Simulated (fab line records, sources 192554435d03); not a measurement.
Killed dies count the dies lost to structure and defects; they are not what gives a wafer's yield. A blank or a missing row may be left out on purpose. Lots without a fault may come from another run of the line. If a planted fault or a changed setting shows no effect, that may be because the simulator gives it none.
Chamber matching | flow n5_finfet | rie_diel-05 running N5_BEOL_M1_ETCH_69: 4 sister chambers
The step etches SiARC in CF4, target depth 15.6 nm, time 26 s. 14 wafers are shown with their chamber, then 7 later ones without.

== WAFERS WITH THEIR CHAMBER ==
wafer  | chamber | showerhead_plenum_p_Torr (Torr) | drypump_motor_current_A (A) | throttle_valve_pct (%)
L075.1 | 0       | 2.21                            | 6.0                         | 16.01
L075.2 | 1       | 2.05                            | 5.5                         | 15.73
L075.3 | 3       | 2.08                            | 5.6                         | 15.32
L076.1 | 0       | 2.21                            | 6.0                         | 16.01
L076.3 | 3       | 2.08                            | 5.6                         | 15.33
L076.4 | 2       | 2.18                            | 5.1                         | 15.46
L082.3 | 0       | 2.21                            | 6.0                         | 16.04
L082.4 | 2       | 2.17                            | 5.1                         | 15.50
L082.5 | 2       | 2.17                            | 5.1                         | 15.50
L083.3 | 0       | 2.21                            | 6.0                         | 16.05
L083.5 | 3       | 2.08                            | 5.6                         | 15.35
L083.6 | 0       | 2.21                            | 6.0                         | 16.02
L086.1 | 3       | 2.08                            | 5.7                         | 15.37
L086.3 | 2       | 2.17                            | 5.1                         | 15.52

SIGNATURES, as means of the wafers listed above
reading                  | chamber 0 | chamber 1 | chamber 2 | chamber 3 | scatter within a chamber
showerhead_plenum_p_Torr | 2.2100    | 2.0500    | 2.1725    | 2.0800    | 0.00274
drypump_motor_current_A  | 6.000     | 5.500     | 5.100     | 5.625     | 0.0274
throttle_valve_pct       | 16.0260   | 15.7300   | 15.4950   | 15.3425   | 0.0217
Rule: for each reading, subtract the chamber's mean from the wafer's reading, divide by that reading's scatter and square the result; add these up over the readings and take the root, which gives the wafer's distance from the chamber. If the next closest chamber is less than 2 further off than the closest, the wafer can't be placed; otherwise it belongs to the closest. The scatter: take each reading less its chamber's mean, square it, sum over the shown wafers, divide by the number of wafers less the number of chambers, and take the root.

== WAFERS WITH NO CHAMBER GIVEN ==
wafer  | showerhead_plenum_p_Torr (Torr) | drypump_motor_current_A (A) | throttle_valve_pct (%)
L086.5 | 2.21                            | 6.0                         | 16.05
L089.1 | 2.04                            | 5.5                         | 15.76
L089.5 | 2.04                            | 5.6                         | 15.75
L089.6 | 2.21                            | 6.0                         | 16.05
L094.1 | 2.17                            | 5.1                         | 15.54
L094.4 | 2.07                            | 5.7                         | 15.39
L094.5 | 2.04                            | 5.5                         | 15.78

== WHICH CHAMBER EACH ONE RAN IN ==
wafer  | from the rows above | in truth
L086.5 | 0                   | 0
L089.1 | 1                   | 1
L089.5 | 1                   | 1
L089.6 | 0                   | 0
L094.1 | 2                   | 2
L094.4 | 3                   | 3
L094.5 | 1                   | 1
Placed correctly: 7 of 7. Left unplaced by these rows: 0. Placed wrongly: 0.
